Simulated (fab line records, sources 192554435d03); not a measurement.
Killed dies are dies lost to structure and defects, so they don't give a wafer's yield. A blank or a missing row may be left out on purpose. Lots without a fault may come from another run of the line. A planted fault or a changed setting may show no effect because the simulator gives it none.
Chamber matching | flow n5_finfet | N5_FIN_SAQP_FIN_ETCH_36 on rie_si-03: 4 sister chambers
The step etches the open film in HBr/Cl2/O2, target depth 120 nm, time 50.4 s. 14 wafers are shown with their chamber, then 7 later ones without.

WAFERS WITH THEIR CHAMBER
wafer  | chamber | throttle_valve_pct (%) | drypump_motor_current_A (A) | oes_product_au (a.u.)
L074.1 | 2       | 35.3                   | 5.6                         | 0.979
L074.3 | 0       | 35.3                   | 5.5                         | 0.966
L074.6 | 2       | 35.3                   | 5.6                         | 0.994
L076.4 | 1       | 35.7                   | 6.5                         | 1.019
L076.5 | 0       | 35.3                   | 5.5                         | 0.964
L076.6 | 3       | 36.3                   | 5.2                         | 0.979
L079.1 | 1       | 35.7                   | 6.4                         | 1.013
L079.4 | 3       | 36.3                   | 5.2                         | 0.979
L079.5 | 3       | 36.3                   | 5.1                         | 0.972
L084.2 | 1       | 35.7                   | 6.5                         | 1.008
L084.3 | 0       | 35.4                   | 5.5                         | 0.952
L084.5 | 3       | 36.3                   | 5.2                         | 0.971
L091.2 | 2       | 35.3                   | 5.6                         | 0.987
L091.4 | 1       | 35.7                   | 6.4                         | 1.002

SIGNATURES (means of the wafers above)
reading                 | chamber 0 | chamber 1 | chamber 2 | chamber 3 | scatter within a chamber
throttle_valve_pct      | 35.333    | 35.700    | 35.300    | 36.300    | 0.0258
drypump_motor_current_A | 5.500     | 6.450     | 5.600     | 5.175     | 0.0418
oes_product_au          | 0.96067   | 1.01050   | 0.98667   | 0.97525   | 0.00664
Rule: a wafer's distance from a chamber is the root of the sum, over the readings, of the square of ((its reading less the chamber's mean) divided by the reading's scatter). The wafer belongs to the nearest chamber; if the next one is less than 2 further off, it can't be placed. The scatter: the root of (the sum of the squares of (reading less its chamber's mean) over the shown wafers, divided by (wafers less chambers)).

WAFERS WITHOUT THEIR CHAMBER
wafer  | throttle_valve_pct (%) | drypump_motor_current_A (A) | oes_product_au (a.u.)
L091.6 | 36.3                   | 5.1                         | 0.990
L094.1 | 35.3                   | 5.6                         | 0.986
L094.4 | 35.4                   | 5.5                         | 0.976
L094.5 | 35.3                   | 5.6                         | 0.982
L095.2 | 35.3                   | 5.6                         | 0.991
L095.5 | 35.3                   | 5.5                         | 0.973
L095.6 | 35.7                   | 6.4                         | 1.003

WHICH CHAMBER EACH WENT THROUGH
wafer  | from the rows above     | in truth
L091.6 | 3                       | 3
L094.1 | 2                       | 2
L094.4 | can't be placed: 0 or 2 | 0
L094.5 | 2                       | 2
L095.2 | 2                       | 2
L095.5 | can't be placed: 0 or 2 | 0
L095.6 | 1                       | 1
Placed correctly: 5 of 7. Can't be placed from these rows: 2 (the true chamber is among the candidates in 2). Placed wrongly: 0.
